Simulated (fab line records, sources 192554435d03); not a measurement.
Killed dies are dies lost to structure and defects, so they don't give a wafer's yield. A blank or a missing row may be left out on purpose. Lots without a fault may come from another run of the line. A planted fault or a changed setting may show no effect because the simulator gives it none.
Which tool did it? | flow n5_finfet | 11 lots, 32 wafers sampled, at 4 steps of a route of 1938

WHAT THE GAUGES READ, wafer by wafer
N5_BEOL_M7_OVL_MEAS_12. Usual: M7_OVL 0.1 nm, standard deviation 0.73.
lot  | measured     | on         | M7_OVL (nm)    | flag
L908 | day 9 04:45  | overlay-02 | -0.5 0.1 -0.2  |
L910 | day 10 12:31 | overlay-02 | 0.2 -0.3 -1.0  |
L912 | day 10 16:56 | overlay-01 | 0.3 0.2 0.6    |
L915 | day 10 19:14 | overlay-02 | 1.0 -0.1 0.0   |
L913 | day 10 22:58 | overlay-02 | -0.1 0.1 -0.3  |
L918 | day 11 14:52 | overlay-01 | -0.1 1.1 -1.1  |
L919 | day 12 03:11 | overlay-01 | -0.2 0.4 0.6   |
L920 | day 12 12:26 | overlay-01 | 0.5 -1.2 0.7   |
L923 | day 13 09:16 | overlay-02 | -0.3 -0.1 0.4  |
L926 | day 13 23:20 | overlay-02 | -0.1 -0.8      |
L930 | day 15 07:25 | overlay-01 | -0.3 -0.8 -0.8 |

WHICH TOOL RAN EACH LOT (tool, then ch and the chambers of the sampled wafers, then the start)
lot  | N5_BEOL_M6_STRIP_80                           | N5_BEOL_M6_SPUTTER_48        | N5_BEOL_M7_COAT_59
L908 | rie_diel-02 ch 0,1,2, day 9 02:10 or earlier  | pvd_sputter-03, day 9 02:10  | litho_track-01 ch 0, day 9 04:28
L910 | rie_diel-04 ch 0,2, day 10 08:48 or earlier   | pvd_sputter-01, day 10 08:48 | litho_track-01 ch 0, day 10 12:14
L912 | rie_diel-06 ch 0,2,3, day 10 11:56 or earlier | pvd_sputter-03, day 10 11:56 | litho_track-01 ch 0, day 10 16:32
L915 | rie_diel-06 ch 0,1,2, day 10 13:56 or earlier | pvd_sputter-02, day 10 13:56 | litho_track-01 ch 0, day 10 18:58
L913 | rie_diel-06 ch 0,1, day 10 19:43 or earlier   | pvd_sputter-03, day 10 19:43 | litho_track-02 ch 0, day 10 22:34
L918 | rie_diel-04 ch 0,2, day 11 10:14 or earlier   | pvd_sputter-01, day 11 10:14 | litho_track-01 ch 0, day 11 14:35
L919 | rie_diel-06 ch 0,1, day 11 23:10 or earlier   | pvd_sputter-03, day 11 23:10 | litho_track-01 ch 0, day 12 02:55
L920 | rie_diel-02 ch 2,3, day 12 08:50 or earlier   | pvd_sputter-03, day 12 08:50 | litho_track-02 ch 0, day 12 12:02
L923 | rie_diel-02 ch 2,3, day 13 05:47 or earlier   | pvd_sputter-02, day 13 05:47 | litho_track-01 ch 0, day 13 08:47
L926 | rie_diel-04 ch 0,1, day 13 20:58 or earlier   | pvd_sputter-01, day 13 20:58 | litho_track-05 ch 0, day 13 23:03
L930 | rie_diel-06 ch 1,2,3, day 15 02:25 or earlier | pvd_sputter-02, day 15 02:25 | litho_track-02 ch 0, day 15 07:01
- N5_BEOL_M6_STRIP_80: strips in N2/H2, time 10 s.
- N5_BEOL_M6_SPUTTER_48: material Cu, target thk 10 nm, time 1.667 s.
- N5_BEOL_M7_COAT_59: time 60 s, resist thk 100 nm.

WHAT THE TOOLS THEMSELVES READ (means of the sampled wafers that have a number; where no wafer has one, the mark that the record gives instead)
N5_BEOL_M6_STRIP_80. Usual: drypump_motor_current_A 5.9 A, standard deviation 0.48; n2_flow_sccm 200.0 sccm, standard deviation 0.55; oes_product_au 0.80 a.u., standard deviation 0.086; rf_vpp_V 59.3 V, standard deviation 0.9; showerhead_plenum_p_Torr 2.57 Torr, standard deviation 0.094; throttle_valve_pct 23.7 %, standard deviation 0.4.
lot  | tool        | drypump_motor_current_A (A) | n2_flow_sccm (sccm) | oes_product_au (a.u.) | rf_vpp_V (V) | showerhead_plenum_p_Torr (Torr) | throttle_valve_pct (%) | flag
L908 | rie_diel-02 | 6.0                         | 199.4               | 0.76                  | 59.4         | 2.48                            | 23.3                   |
L910 | rie_diel-04 | 5.9                         | 199.4               | 0.83                  | 59.8         | 2.67                            | 23.9                   |
L912 | rie_diel-06 | 5.9                         | 200.8               | 0.73                  | 59.4         | 2.57                            | 23.9                   |
L915 | rie_diel-06 | 5.7                         | 199.7               | 0.74                  | 58.9         | 2.50                            | 23.8                   |
L913 | rie_diel-06 | 6.0                         | 200.1               | 0.77                  | 58.9         | 2.48                            | 23.6                   |
L918 | rie_diel-04 | 6.0                         | 200.1               | 0.82                  | 58.9         | 2.67                            | 23.9                   |
L919 | rie_diel-06 | 6.2                         | 200.5               | 0.73                  | 58.4         | 2.52                            | 23.6                   |
L920 | rie_diel-02 | 6.2                         | 200.1               | 0.96                  | 59.5         | 2.47                            | 23.2                   |
L923 | rie_diel-02 | 6.5                         | 199.7               | 0.93                  | 59.8         | 2.47                            | 23.3                   |
L926 | rie_diel-04 | 5.8                         | 199.9               | 0.84                  | 59.0         | 2.63                            | 23.8                   |
L930 | rie_diel-06 | 5.7                         | 199.7               | 0.81                  | 59.8         | 2.52                            | 23.8                   |

N5_BEOL_M6_SPUTTER_48. Usual: cathode_dc_power_W 26000 W, standard deviation 4.7; throttle_valve_pct 29.9 %, standard deviation 0.93.
lot  | tool           | cathode_dc_power_W (W) | throttle_valve_pct (%) | flag
L908 | pvd_sputter-03 | 26004                  | 30.1                   |
L910 | pvd_sputter-01 | 26002                  | 29.7                   |
L912 | pvd_sputter-03 | 25996                  | 30.3                   |
L915 | pvd_sputter-02 | 26000                  | 29.4                   |
L913 | pvd_sputter-03 | 26002                  | 30.3                   |
L918 | pvd_sputter-01 | 25996                  | 30.0                   |
L919 | pvd_sputter-03 | 26001                  | 30.9                   |
L920 | pvd_sputter-03 | 26000                  | 30.7                   |
L923 | pvd_sputter-02 | 26002                  | 29.4                   |
L926 | pvd_sputter-01 | 25998                  | 30.1                   |
L930 | pvd_sputter-02 | 26003                  | 29.0                   |

N5_BEOL_M7_COAT_59. Usual: spin_speed_rpm 1500.2 rpm, standard deviation 1.
lot  | tool           | spin_speed_rpm (rpm) | flag
L908 | litho_track-01 | 1499.7               |
L910 | litho_track-01 | 1499.9               |
L912 | litho_track-01 | 1500.7               |
L915 | litho_track-01 | 1500.8               |
L913 | litho_track-02 | 1499.5               |
L918 | litho_track-01 | 1583.5               | OFF
L919 | litho_track-01 | 1583.7               | OFF
L920 | litho_track-02 | 1499.4               |
L923 | litho_track-01 | 1584.0               | OFF
L926 | litho_track-05 | 1498.9               |
L930 | litho_track-02 | 1498.6               |

THE ANSWER, worked out from the rows above alone
Rule: a lot is off if the mean of its wafers that have a number lies more than 3 standard deviations from the usual mean. A lot without any number at a reading at which 4 lots or more have one is off too. The other lots that the step has rows for count as sound. The gauges are gone through in route order, then the tools' own readings, and for those a lot's mean is taken as printed above. The first step at which some lot is off is used, and at that step the reading that is off furthest; a lot without a number counts as furthest.
Off: L918, L919, L923, at N5_BEOL_M7_COAT_59 (spin_speed_rpm).
A tool fits if, at that step or a process step before it, it ran every lot that is off, and no sound lot after the first of them. N5_BEOL_M6_STRIP_80 gives no start for some lots, so the hours and the order of its lots are those of N5_BEOL_M6_SPUTTER_48. One fits: litho_track-01 at N5_BEOL_M7_COAT_59. Its last sound lot is L915 (day 10 18:58), its first lot that is off L918 (day 11 14:35): a fault that began between those two fits.
The tool's own readings at N5_BEOL_M7_COAT_59 bear it out: on the lots that are off they differ by more than 5 times the standard deviation of the sound lots' means. spin_speed_rpm reads 1583.7 rpm there against 1499.7 rpm on the sound lots.

WHAT THE SIMULATOR HAD PUT IN
Process parameter drift: litho_track-01, from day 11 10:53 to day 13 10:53, at N5_BEOL_M7_COAT_59. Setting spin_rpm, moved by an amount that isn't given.
Lots struck among those shown: L918, L919, L923. The rule above found the same.
